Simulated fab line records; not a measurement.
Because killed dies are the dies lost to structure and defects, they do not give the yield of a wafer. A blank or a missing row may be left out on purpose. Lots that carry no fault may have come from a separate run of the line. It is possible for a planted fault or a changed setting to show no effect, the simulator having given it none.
Split-lot study :: flow n5-finfet :: route with 1938 steps; 7 lots, 39 wafers read

== THE SPLIT ITSELF ==
At N5_SD_EPI_P_EPI_21 (deposits SiGe:B, time 355 s), the setting temp-c was moved away from the recipe's 550 C on 15 of the 39 wafers read, by -0.5% to +0.7%. This setting was run at the recipe's value on the other wafers.

== FROM THE SPLIT TO THE READING: what the file shows between them, 4 steps ==
- N5_SD_EPI_P_HM_STRIP_48: strips SiNx in H3PO4, material SiNx, target depth 3 nm
- N5_SD_EPI_P_SRD_49: time 30 s
- N5_SD_EPI_P_PRECLEAN_24: cleans in O3/DIW, time 45 s
- N5_SD_ACTIVATION_LSA_01: time 0.0008 s (also split here: time-s)

== THE READING ==
RS_SD_P, in ohm/sq, at N5_SD_ACTIVATION_RS_MEAS_03 (measures by four-point-probe). Fault-free wafers of this fab line usually give 55.8 ohm/sq, standard deviation 0.94 ohm/sq.

wafer: L076.1
tool, chamber at the split: epi-rpcvd-01, 0
temp-c as run, C: 552.5
against the recipe: +0.5%
RS_SD_P, ohm/sq: 51.7
against lot-mates on the recipe: -3.6

wafer: L076.2
tool, chamber at the split: epi-rpcvd-01, 0
temp-c as run, C: 550
against the recipe: recipe
RS_SD_P, ohm/sq: 55.3
against lot-mates on the recipe: -

wafer: L076.3
tool, chamber at the split: epi-rpcvd-01, 0
temp-c as run, C: 550
against the recipe: recipe
RS_SD_P, ohm/sq: 55.4
against lot-mates on the recipe: -

wafer: L076.4
tool, chamber at the split: epi-rpcvd-01, 0
temp-c as run, C: 550
against the recipe: recipe
RS_SD_P, ohm/sq: 55.2
against lot-mates on the recipe: -

wafer: L076.5
tool, chamber at the split: epi-rpcvd-01, 0
temp-c as run, C: 552.5
against the recipe: +0.5%
RS_SD_P, ohm/sq: 51.6
against lot-mates on the recipe: -3.7

wafer: L076.6
tool, chamber at the split: epi-rpcvd-01, 0
temp-c as run, C: 552.5
against the recipe: +0.5%
RS_SD_P, ohm/sq: 51.8
against lot-mates on the recipe: -3.5

wafer: L077.1
tool, chamber at the split: epi-rpcvd-01, 0
temp-c as run, C: 550
against the recipe: recipe
RS_SD_P, ohm/sq: 56.3
against lot-mates on the recipe: -

wafer: L077.2
tool, chamber at the split: epi-rpcvd-01, 0
temp-c as run, C: 547.3
against the recipe: -0.5%
RS_SD_P, ohm/sq: 60.7
against lot-mates on the recipe: +4.2

wafer: L077.3
tool, chamber at the split: epi-rpcvd-01, 0
temp-c as run, C: 550
against the recipe: recipe
RS_SD_P, ohm/sq: 56.0
against lot-mates on the recipe: -

wafer: L077.4
tool, chamber at the split: epi-rpcvd-01, 0
temp-c as run, C: 547.3
against the recipe: -0.5%
RS_SD_P, ohm/sq: 60.0
against lot-mates on the recipe: +3.5

wafer: L077.5
tool, chamber at the split: epi-rpcvd-01, 0
temp-c as run, C: 550
against the recipe: recipe
RS_SD_P, ohm/sq: 57.1
against lot-mates on the recipe: -

wafer: L077.6
tool, chamber at the split: epi-rpcvd-01, 0
temp-c as run, C: 547.3
against the recipe: -0.5%
RS_SD_P, ohm/sq: 60.9
against lot-mates on the recipe: +4.4

wafer: L081.3
tool, chamber at the split: epi-rpcvd-02, 0
temp-c as run, C: 550
against the recipe: recipe
RS_SD_P, ohm/sq: 55.2
against lot-mates on the recipe: -

wafer: L081.5
tool, chamber at the split: epi-rpcvd-02, 0
temp-c as run, C: 550
against the recipe: recipe
RS_SD_P, ohm/sq: 56.0
against lot-mates on the recipe: -

wafer: L081.6
tool, chamber at the split: epi-rpcvd-02, 0
temp-c as run, C: 550
against the recipe: recipe
RS_SD_P, ohm/sq: 55.6
against lot-mates on the recipe: -

wafer: L082.1
tool, chamber at the split: epi-rpcvd-02, 0
temp-c as run, C: 551.6
against the recipe: +0.3%
RS_SD_P, ohm/sq: 52.6
against lot-mates on the recipe: -2.0

wafer: L082.2
tool, chamber at the split: epi-rpcvd-02, 0
temp-c as run, C: 550
against the recipe: recipe
RS_SD_P, ohm/sq: 54.7
against lot-mates on the recipe: -

wafer: L082.3
tool, chamber at the split: epi-rpcvd-02, 0
temp-c as run, C: 551.6
against the recipe: +0.3%
RS_SD_P, ohm/sq: 52.9
against lot-mates on the recipe: -1.7

wafer: L082.4
tool, chamber at the split: epi-rpcvd-02, 0
temp-c as run, C: 550
against the recipe: recipe
RS_SD_P, ohm/sq: 55.2
against lot-mates on the recipe: -

wafer: L082.5
tool, chamber at the split: epi-rpcvd-02, 0
temp-c as run, C: 551.6
against the recipe: +0.3%
RS_SD_P, ohm/sq: 52.0
against lot-mates on the recipe: -2.6

wafer: L082.6
tool, chamber at the split: epi-rpcvd-02, 0
temp-c as run, C: 550
against the recipe: recipe
RS_SD_P, ohm/sq: 54.0
against lot-mates on the recipe: -

wafer: L087.1
tool, chamber at the split: epi-rpcvd-02, 0
temp-c as run, C: 550
against the recipe: recipe
RS_SD_P, ohm/sq: 53.6
against lot-mates on the recipe: -

wafer: L087.2
tool, chamber at the split: epi-rpcvd-02, 0
temp-c as run, C: 550
against the recipe: recipe
RS_SD_P, ohm/sq: 53.3
against lot-mates on the recipe: -

wafer: L087.3
tool, chamber at the split: epi-rpcvd-02, 0
temp-c as run, C: 550
against the recipe: recipe
RS_SD_P, ohm/sq: 54.0
against lot-mates on the recipe: -

wafer: L087.4
tool, chamber at the split: epi-rpcvd-02, 0
temp-c as run, C: 550
against the recipe: recipe
RS_SD_P, ohm/sq: 54.0
against lot-mates on the recipe: -

wafer: L087.5
tool, chamber at the split: epi-rpcvd-02, 0
temp-c as run, C: 550
against the recipe: recipe
RS_SD_P, ohm/sq: 53.2
against lot-mates on the recipe: -

wafer: L087.6
tool, chamber at the split: epi-rpcvd-02, 0
temp-c as run, C: 550
against the recipe: recipe
RS_SD_P, ohm/sq: 53.8
against lot-mates on the recipe: -

wafer: L094.1
tool, chamber at the split: epi-rpcvd-01, 0
temp-c as run, C: 550
against the recipe: recipe
RS_SD_P, ohm/sq: 55.5
against lot-mates on the recipe: -

wafer: L094.2
tool, chamber at the split: epi-rpcvd-01, 0
temp-c as run, C: 550
against the recipe: recipe
RS_SD_P, ohm/sq: 54.9
against lot-mates on the recipe: -

wafer: L094.3
tool, chamber at the split: epi-rpcvd-01, 0
temp-c as run, C: 553.8
against the recipe: +0.7%
RS_SD_P, ohm/sq: 50.6
against lot-mates on the recipe: -4.7

wafer: L094.4
tool, chamber at the split: epi-rpcvd-01, 0
temp-c as run, C: 553.8
against the recipe: +0.7%
RS_SD_P, ohm/sq: 50.4
against lot-mates on the recipe: -4.9

wafer: L094.5
tool, chamber at the split: epi-rpcvd-01, 0
temp-c as run, C: 550
against the recipe: recipe
RS_SD_P, ohm/sq: 55.4
against lot-mates on the recipe: -

wafer: L094.6
tool, chamber at the split: epi-rpcvd-01, 0
temp-c as run, C: 553.8
against the recipe: +0.7%
RS_SD_P, ohm/sq: 49.8
against lot-mates on the recipe: -5.5

wafer: L096.1
tool, chamber at the split: epi-rpcvd-04, 0
temp-c as run, C: 548.9
against the recipe: -0.2%
RS_SD_P, ohm/sq: 57.6
against lot-mates on the recipe: +0.9

wafer: L096.2
tool, chamber at the split: epi-rpcvd-04, 0
temp-c as run, C: 550
against the recipe: recipe
RS_SD_P, ohm/sq: 56.7
against lot-mates on the recipe: -

wafer: L096.3
tool, chamber at the split: epi-rpcvd-04, 0
temp-c as run, C: 550
against the recipe: recipe
RS_SD_P, ohm/sq: 56.9
against lot-mates on the recipe: -

wafer: L096.4
tool, chamber at the split: epi-rpcvd-04, 0
temp-c as run, C: 548.9
against the recipe: -0.2%
RS_SD_P, ohm/sq: 58.7
against lot-mates on the recipe: +2.0

wafer: L096.5
tool, chamber at the split: epi-rpcvd-04, 0
temp-c as run, C: 548.9
against the recipe: -0.2%
RS_SD_P, ohm/sq: 57.7
against lot-mates on the recipe: +1.0

wafer: L096.6
tool, chamber at the split: epi-rpcvd-04, 0
temp-c as run, C: 550
against the recipe: recipe
RS_SD_P, ohm/sq: 56.6
against lot-mates on the recipe: -

FIT RESULTS
A straight line over all 39 wafers: RS_SD_P changes by -8.71 ohm/sq for each +1% of temp-c; r = -0.92; the points scatter about the line by 1.1 ohm/sq.
The same after taking each lot's own level away (the mean of its wafers on the recipe; 39 wafers): -7.6 ohm/sq for each +1%; r = -0.99; scatter 0.38 ohm/sq.
That fit puts the effect of the largest move of temp-c on the reading at 5.3 ohm/sq.
Measured against the standard deviation above, the lots' own levels, which go from 53.65 to 56.73 ohm/sq, span 3.3 times it.
Thus the slope moves with the lot-to-lot level: the two fits are different.
Check: with one of the wafers moved furthest among these (+0.7%) left out of the fit, the line predicts -5.34 ohm/sq for it against its lot-mates. It came out at -4.67 ohm/sq against them.

== ADDITIONAL SPLITS CARRIED BY THESE WAFERS ==
Note: prior to the reading, these wafers also went through further splits. Each is held against what the fit with the lots' levels taken away leaves over:
other split on the same wafers: N5_DUMMY_GATE_ETCH_37 source-w
wafers away from the commonest value: 12
r with RS_SD_P (lot level and that fit taken away): +0.00

other split on the same wafers: N5_DUMMY_GATE_ETCH_31 target-depth-a
wafers away from the commonest value: 12
r with RS_SD_P (lot level and that fit taken away): +0.01

other split on the same wafers: N5_DUMMY_GATE_ETCH_42 bias-w
wafers away from the commonest value: 9
r with RS_SD_P (lot level and that fit taken away): +0.09

other split on the same wafers: N5_SD_EPI_N_ETCH_35 time-s
wafers away from the commonest value: 15
r with RS_SD_P (lot level and that fit taken away): -0.01

other split on the same wafers: N5_SD_ACTIVATION_LSA_01 time-s
wafers away from the commonest value: 9
r with RS_SD_P (lot level and that fit taken away): -0.04

== THE WHOLE CHAIN: every reading that the file lists as answering this split, in the file's order ==
step: N5_SD_EPI_P_EPI_21
what it does: deposits SiGe:B, time 355 s
reading: SiGe-B_of_SD_EPI_P_EPI_21.thk-nm (the simulator's own value, which no gauge read)
change (the file's fit): +7.78 nm for each +1% of the setting
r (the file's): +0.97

step: N5_SD_EPI_P_PRECLEAN_24
what it does: cleans in O3/DIW, time 45 s
reading: SiGe-B_of_SD_EPI_P_EPI_21.thk-nm (the simulator's own value, which no gauge read)
change (the file's fit): +7.71 nm for each +1% of the setting
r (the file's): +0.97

step: N5_SD_ACTIVATION_RS_MEAS_03
what it does: measures by four-point-probe
reading: RS_SD_P
change (the file's fit): -7.59 for each +1% of the setting
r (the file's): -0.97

== THE FILE'S OWN FIT ==
RS_SD_P changes by -7.59 ohm/sq for each +1% of temp-c, r = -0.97.
